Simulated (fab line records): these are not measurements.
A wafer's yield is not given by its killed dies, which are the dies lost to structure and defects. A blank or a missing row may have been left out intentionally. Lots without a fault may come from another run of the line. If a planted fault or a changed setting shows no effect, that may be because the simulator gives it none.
Chamber matching    flow n5Finfet    N5_BEOL_M12_TRENCH_ETCH_34 on rieDiel-05 has 4 sister chambers
The step etches SiOC in C4F8/O2/Ar, target depth 318.95 nm, time 125.5 s. 22 wafers are shown with their chamber, then 11 later ones without.

WAFERS, EACH WITH ITS CHAMBER
wafer   chamber  throttleValvePct (%)  oesProductAu (a.u.)  showerheadPlenumPTorr (Torr)
L075.4  3        24.31                 0.91                 3.38
L075.5  2        24.59                 0.70                 3.35
L075.6  0        24.34                 0.83                 3.36
L076.2  1        24.20                 0.84                 3.32
L076.3  3        24.32                 0.90                 3.38
L076.6  0        24.34                 0.83                 3.36
L078.2  2        24.58                 0.70                 3.35
L078.3  3        24.31                 0.90                 3.38
L078.4  0        24.34                 0.83                 3.36
L079.1  3        24.32                 0.89                 3.37
L079.2  0        24.34                 0.82                 3.36
L079.6  2        24.60                 0.69                 3.35
L083.1  3        24.32                 0.89                 3.37
L083.4  2        24.60                 0.69                 3.34
L083.5  0        24.36                 0.82                 3.35
L086.2  0        24.38                 0.80                 3.35
L086.3  2        24.63                 0.69                 3.34
L086.6  3        24.31                 0.88                 3.37
L088.1  3        24.32                 0.87                 3.36
L088.5  3        24.34                 0.86                 3.36
L088.6  2        24.63                 0.68                 3.34
L091.2  0        24.39                 0.79                 3.34

SIGNATURES, as means of the wafers listed above
reading                chamber 0  chamber 1  chamber 2  chamber 3  scatter within a chamber
throttleValvePct       24.3557    24.2000    24.6050    24.3188    0.0177
oesProductAu           0.8171     0.8400     0.6917     0.8875     0.0145
showerheadPlenumPTorr  3.3543     3.3200     3.3450     3.3712     0.00749
Rule: for a wafer and a chamber, the distance is found by dividing, reading by reading, the gap between the wafer's reading and the chamber's mean by the reading's scatter, squaring, summing and taking the root. The wafer belongs to the nearest chamber; if the next one is less than 2 further off, it can't be placed. The scatter is the square root of a quotient: the sum, over the shown wafers, of each reading's squared deviation from its chamber's mean, divided by wafers minus chambers.

WAFERS MISSING THEIR CHAMBER
wafer   throttleValvePct (%)  oesProductAu (a.u.)  showerheadPlenumPTorr (Torr)
L091.5  24.37                 0.80                 3.34
L091.6  24.35                 0.85                 3.36
L093.2  24.24                 0.80                 3.31
L093.3  24.38                 0.79                 3.34
L093.4  24.35                 0.86                 3.36
L092.1  24.26                 0.79                 3.30
L092.2  24.34                 0.85                 3.36
L092.4  24.39                 0.79                 3.34
L097.2  24.25                 0.79                 3.30
L097.4  24.26                 0.79                 3.30
L097.6  24.40                 0.78                 3.33

CHAMBER TAKEN BY EACH
wafer   from the rows above      in truth
L091.5  0                        0
L091.6  can't be placed: 0 or 3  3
L093.2  1                        1
L093.3  0                        0
L093.4  can't be placed: 3 or 0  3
L092.1  1                        1
L092.2  can't be placed: 0 or 3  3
L092.4  0                        0
L097.2  1                        1
L097.4  1                        1
L097.6  0                        0
Correct placement for 8 of the 11. Cannot be placed on the basis of these rows: 3; the candidates contain the true chamber in 3. 0 placed wrongly.
